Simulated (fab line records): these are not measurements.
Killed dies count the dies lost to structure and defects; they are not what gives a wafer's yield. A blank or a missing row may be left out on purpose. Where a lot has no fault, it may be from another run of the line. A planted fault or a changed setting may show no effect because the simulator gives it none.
Which of the tools did it? ; flow n5_finfet ; 30 wafers from 10 lots sampled at 3 of the route's 1938 steps

## WHAT THE GAUGES READ, wafer by wafer
N5_BEOL_M2_OVL_MEAS_29.
lot;measured;on;V1_OVL (nm)
L690;day 6 11:47;overlay-01;-0.9 -0.8 -0.1
L692;day 7 09:25;overlay-01;0.9 1.3 0.3
L693;day 7 11:58;overlay-01;-1.3 -0.8 0.1
L696;day 8 09:03;overlay-01;-0.6 -0.8 -0.1
L700;day 9 03:40;overlay-01;0.5 0.4 0.9
L702;day 9 20:34;overlay-02;-0.4 -0.4 -0.7
L703;day 9 20:58;overlay-02;5.0 5.8 5.3
L708;day 11 06:53;overlay-02;5.1 5.1 4.4
L710;day 11 08:59;overlay-02;0.4 1.0 0.1
L709;day 11 09:59;overlay-01;-0.2 1.0 -0.2

## TOOL THAT RAN EACH LOT (tool first, then ch and the chambers of the sampled wafers, then the start)
lot;N5_BEOL_M2_HM_DEP_02;N5_BEOL_M2_EXPOSE_25
L690;pvd_sputter-03, day 6 10:03;euv_scanner-01 ch 0, day 6 11:37
L692;pvd_sputter-02, day 7 07:44;euv_scanner-02 ch 0, day 7 09:14
L693;pvd_sputter-03, day 7 10:17;euv_scanner-01 ch 0, day 7 11:47
L696;pvd_sputter-01, day 8 07:22;euv_scanner-02 ch 0, day 8 08:52
L700;pvd_sputter-01, day 9 02:03;euv_scanner-02 ch 0, day 9 03:30
L702;pvd_sputter-01, day 9 18:53;euv_scanner-02 ch 0, day 9 20:23
L703;pvd_sputter-03, day 9 19:18;euv_scanner-02 ch 0, day 9 20:48
L708;pvd_sputter-02, day 11 05:19;euv_scanner-02 ch 0, day 11 06:43
L710;pvd_sputter-01, day 11 07:34;euv_scanner-01 ch 0, day 11 08:49
L709;pvd_sputter-02, day 11 08:35;euv_scanner-01 ch 0, day 11 09:49
- N5_BEOL_M2_HM_DEP_02: deposits TiN, target thk 20 nm.
- N5_BEOL_M2_EXPOSE_25: exposes mask V1, defocus 5 nm.

## THE ANSWER, worked out from the rows above alone
Rule: what is usual is taken from the lots themselves. The widest of any qualifying gaps counts: lots, ordered by their means at a reading, are off when they make up no more than a third of the lots, leave a main group of 4 or more, and stand apart from it by 3 or more times the standard deviation of that group's means. A main group whose means are all the same, to the digits that the tables above print for the reading, isn't used. A lot without any number at a reading at which 4 lots or more have one is off too. Any other lot the step has rows for is counted as sound.
Off: L703, L708, seen at N5_BEOL_M2_OVL_MEAS_29 (V1_OVL). For the main group the mean is -0.0 nm and the standard deviation 0.58.
If a tool, at a process step before that reading, ran all the lots that are off and no sound lot after the first of them, it fits. Those tools and the gauges at N5_BEOL_M2_OVL_MEAS_29 are tried in the same way. One candidate fits, namely euv_scanner-02 at N5_BEOL_M2_EXPOSE_25. Its last sound lot is L702 (day 9 20:23), its first lot that is off L703 (day 9 20:48): a fault that began between those two fits.

## WHAT THE SIMULATOR HAD INSERTED
Scanner matching overlay: euv_scanner-02, from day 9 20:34 on, at N5_BEOL_M2_EXPOSE_25. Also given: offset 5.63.
Lots struck among those shown: L703, L708. The rule above reached the same finding.
